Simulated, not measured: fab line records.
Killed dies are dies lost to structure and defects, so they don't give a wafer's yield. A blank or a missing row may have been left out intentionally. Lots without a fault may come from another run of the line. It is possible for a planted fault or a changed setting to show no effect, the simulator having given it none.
A lot that was struck, set against a sound lot :: flow nand harc :: 12 steps out of a route of 1159
Sound: wafers L220.2, L220.5, L220.6. Wafers L218.1, L218.4, L218.5 were the ones struck. Last of all comes the cause.
For every step that has rows: the tool of each side, followed by ch and its chambers, followed by its first start. Under that, the readings that differ: sound wafers :: struck wafers :: difference of the means :: sigmas: that difference in standard deviations of wafers without a fault.
alike: readings whose means differ by less than 2 such deviations, and words and numbers that are the same on both sides. not compared: withheld readings, readings that some wafer has no value for, bounds like >300 that may hide the same value, and numbers for which the record gives no deviation and whose values overlap.
Wherever a step has rows on one side only, a row that says differs or no value, or a row with sigmas, the two part there. Numbers that have no deviation but don't overlap get no sigmas and don't part them. A reading that every wafer of one side lacks parts them only if that side has two wafers or more.

NHARC_A_CHANNEL_FILL_D1_ALD_25: deposits SiOx, target thk 60 nm, pulse time 10 s, ald cycles 600.
  sound on ald hk-04 ch 1,2, day 11 02:52; struck on ald hk-04 ch 0,3, day 10 15:04
  alike: heater power w, precursor pulse height rel, susceptor temp C
NHARC_A_CHANNEL_FILL_D1_ETCHBACK_08: etches the open film in C4F8, target depth 220 nm, time 110 s.
  sound: rie diel-10 ch 0,2,3; struck: rie diel-09 ch 2,3
  alike: oes product au, rf vpp V
  not compared: rf hours counter h
NHARC_A_CHANNEL_FILL_D1_STRIP_29: strips in O2, time 20 s.
  sound: rie diel-10 ch 0,2,3; struck: rie diel-09 ch 0,2,3
  alike: drypump motor current A, oes product au, rf vpp V, showerhead plenum p Torr, throttle valve pct
  not compared: rf hours counter h
then, 3 steps without rows for these wafers: NHARC_A_CHANNEL_FILL_D1_PRECLEAN_30 (cleans in dHF, time 30 s); NHARC_A_CHANNEL_FILL_D1_SRD_31; NHARC_A_CHANNEL_FILL_D1_CVD_09 (deposits poly-Si, target thk 150 nm, time 3000 s).
NHARC_A_CHANNEL_FILL_D1_CMP_10: polishes, target thk 150 nm.
  sound on cmp-04 ch 1,2,3, day 11 14:20; struck on cmp-01 ch 0,1,3, day 11 01:53
  alike: motor current A, slurry filter dp kPa, time to endpoint s
following that, these wafers have no rows for 1 step: NHARC_A_CHANNEL_FILL_D1_SRD_12.
NHARC_A_CHANNEL_FILL_D1_RTA_24: time 5 s.
  sound on rtp anneal-01 ch 0, day 11 14:43; struck on rtp anneal-01 ch 0, day 11 02:17
  alike: anneal temp c max, lamp power pct, lamp_zone_1_pct, lamp_zone_2_pct, lamp_zone_4_pct, wafer_temp_C_max
NHARC_A_CHANNEL_FILL_D1_INSPECT_13:
  struck on defect inspect-01, day 11 02:29; sound on defect inspect-02, day 11 14:53
  alike: raw defect count
NHARC_A_STAIRCASE_DEP_156: deposits SiNx, target thk 50 nm.
  sound on pecvd-03 ch 0,2, day 11 15:01; struck on pecvd-02 ch 0,1, day 11 03:00
  alike: heater power w, susceptor temp C
then, 1 step without rows for these wafers: NHARC_A_STAIRCASE_DEHYDRATE_158 (time 120 s).

## WHERE THEY PART
Nowhere in this record.

WHY: the cause the simulator had injected
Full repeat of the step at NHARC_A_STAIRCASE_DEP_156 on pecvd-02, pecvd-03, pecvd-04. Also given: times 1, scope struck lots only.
